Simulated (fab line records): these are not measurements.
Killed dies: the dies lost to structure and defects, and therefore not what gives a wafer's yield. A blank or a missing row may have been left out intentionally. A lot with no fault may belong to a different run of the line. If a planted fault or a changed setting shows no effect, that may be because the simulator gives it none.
Matching of chambers || flow nand_harc || NHARC_P_M1_CMP_23 on cmp-03: 4 sister chambers
The step polishes, t overpolish 20 s, target thk 157.82 nm. 24 wafers are shown with their chamber, then 12 later ones without.

== WAFERS WITH THEIR CHAMBER ==
{"wafer": "L075.3", "chamber": 1, "motor_current_A (A)": 10.8, "time_to_endpoint_s (s)": 27.8}
{"wafer": "L075.4", "chamber": 3, "motor_current_A (A)": 11.8, "time_to_endpoint_s (s)": 31.2}
{"wafer": "L075.5", "chamber": 2, "motor_current_A (A)": 12.4, "time_to_endpoint_s (s)": 28.5}
{"wafer": "L079.1", "chamber": 2, "motor_current_A (A)": 12.6, "time_to_endpoint_s (s)": 29.5}
{"wafer": "L079.2", "chamber": 1, "motor_current_A (A)": 10.5, "time_to_endpoint_s (s)": 27.5}
{"wafer": "L079.6", "chamber": 1, "motor_current_A (A)": 10.2, "time_to_endpoint_s (s)": 28.7}
{"wafer": "L081.2", "chamber": 2, "motor_current_A (A)": 12.3, "time_to_endpoint_s (s)": 25.7}
{"wafer": "L081.3", "chamber": 3, "motor_current_A (A)": 11.3, "time_to_endpoint_s (s)": 25.6}
{"wafer": "L081.6", "chamber": 1, "motor_current_A (A)": 11.1, "time_to_endpoint_s (s)": 24.4}
{"wafer": "L082.1", "chamber": 0, "motor_current_A (A)": 11.3, "time_to_endpoint_s (s)": 25.0}
{"wafer": "L082.2", "chamber": 1, "motor_current_A (A)": 10.2, "time_to_endpoint_s (s)": 26.1}
{"wafer": "L082.4", "chamber": 3, "motor_current_A (A)": 11.7, "time_to_endpoint_s (s)": 27.6}
{"wafer": "L084.4", "chamber": 0, "motor_current_A (A)": 11.1, "time_to_endpoint_s (s)": 25.3}
{"wafer": "L084.5", "chamber": 0, "motor_current_A (A)": 11.3, "time_to_endpoint_s (s)": 24.4}
{"wafer": "L084.6", "chamber": 3, "motor_current_A (A)": 11.5, "time_to_endpoint_s (s)": 28.7}
{"wafer": "L086.3", "chamber": 2, "motor_current_A (A)": 12.7, "time_to_endpoint_s (s)": 26.2}
{"wafer": "L086.5", "chamber": 2, "motor_current_A (A)": 13.2, "time_to_endpoint_s (s)": 27.6}
{"wafer": "L086.6", "chamber": 1, "motor_current_A (A)": 10.0, "time_to_endpoint_s (s)": 27.1}
{"wafer": "L087.3", "chamber": 0, "motor_current_A (A)": 11.5, "time_to_endpoint_s (s)": 25.4}
{"wafer": "L087.4", "chamber": 2, "motor_current_A (A)": 12.6, "time_to_endpoint_s (s)": 27.6}
{"wafer": "L087.6", "chamber": 3, "motor_current_A (A)": 11.5, "time_to_endpoint_s (s)": 30.3}
{"wafer": "L087.1", "chamber": 1, "motor_current_A (A)": 10.9, "time_to_endpoint_s (s)": 27.6}
{"wafer": "L087.2", "chamber": 3, "motor_current_A (A)": 11.4, "time_to_endpoint_s (s)": 28.2}
{"wafer": "L087.5", "chamber": 2, "motor_current_A (A)": 12.7, "time_to_endpoint_s (s)": 28.4}

SIGNATURES, as means of the wafers listed above
{"reading": "motor_current_A", "chamber 0": 11.300, "chamber 1": 10.529, "chamber 2": 12.643, "chamber 3": 11.533, "scatter within a chamber": 0.299}
{"reading": "time_to_endpoint_s", "chamber 0": 25.025, "chamber 1": 27.029, "chamber 2": 27.643, "chamber 3": 28.600, "scatter within a chamber": 1.46}
Rule: a wafer lies at a distance from a chamber equal to the root of the sum of squares, over the readings, of (its reading less the chamber's mean, divided by the reading's scatter). The wafer belongs to the nearest chamber; if the next one is less than 2 further off, it can't be placed. The scatter: take each reading less its chamber's mean, square it, sum over the shown wafers, divide by the number of wafers less the number of chambers, and take the root.

== WAFERS WHOSE CHAMBER IS MISSING ==
{"wafer": "L089.1", "motor_current_A (A)": 12.6, "time_to_endpoint_s (s)": 31.6}
{"wafer": "L089.3", "motor_current_A (A)": 11.1, "time_to_endpoint_s (s)": 28.9}
{"wafer": "L089.6", "motor_current_A (A)": 11.7, "time_to_endpoint_s (s)": 29.0}
{"wafer": "L092.1", "motor_current_A (A)": 11.8, "time_to_endpoint_s (s)": 27.5}
{"wafer": "L092.3", "motor_current_A (A)": 11.6, "time_to_endpoint_s (s)": 32.1}
{"wafer": "L092.6", "motor_current_A (A)": 10.5, "time_to_endpoint_s (s)": 31.5}
{"wafer": "L095.2", "motor_current_A (A)": 11.7, "time_to_endpoint_s (s)": 31.3}
{"wafer": "L095.3", "motor_current_A (A)": 10.4, "time_to_endpoint_s (s)": 30.9}
{"wafer": "L095.4", "motor_current_A (A)": 11.4, "time_to_endpoint_s (s)": 29.7}
{"wafer": "L096.1", "motor_current_A (A)": 11.5, "time_to_endpoint_s (s)": 26.7}
{"wafer": "L096.2", "motor_current_A (A)": 12.8, "time_to_endpoint_s (s)": 30.2}
{"wafer": "L096.3", "motor_current_A (A)": 11.7, "time_to_endpoint_s (s)": 27.1}

== WHICH CHAMBER EACH ONE RAN IN ==
{"wafer": "L089.1", "from the rows above": "can't be placed: 2 or 3", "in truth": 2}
{"wafer": "L089.3", "from the rows above": "can't be placed: 3 or 1 or 0", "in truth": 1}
{"wafer": "L089.6", "from the rows above": 3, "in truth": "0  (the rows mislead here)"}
{"wafer": "L092.1", "from the rows above": "can't be placed: 3 or 0 or 2", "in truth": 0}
{"wafer": "L092.3", "from the rows above": 3, "in truth": 3}
{"wafer": "L092.6", "from the rows above": "can't be placed: 1 or 3", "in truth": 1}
{"wafer": "L095.2", "from the rows above": 3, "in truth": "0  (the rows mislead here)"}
{"wafer": "L095.3", "from the rows above": "can't be placed: 1 or 3", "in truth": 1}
{"wafer": "L095.4", "from the rows above": 3, "in truth": 3}
{"wafer": "L096.1", "from the rows above": "can't be placed: 3 or 0 or 1", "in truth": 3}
{"wafer": "L096.2", "from the rows above": 2, "in truth": 2}
{"wafer": "L096.3", "from the rows above": "can't be placed: 3 or 0", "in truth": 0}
Placed correctly: 3 of 12. Cannot be placed on the basis of these rows: 7; the candidates contain the true chamber in 7. 2 placed wrongly.
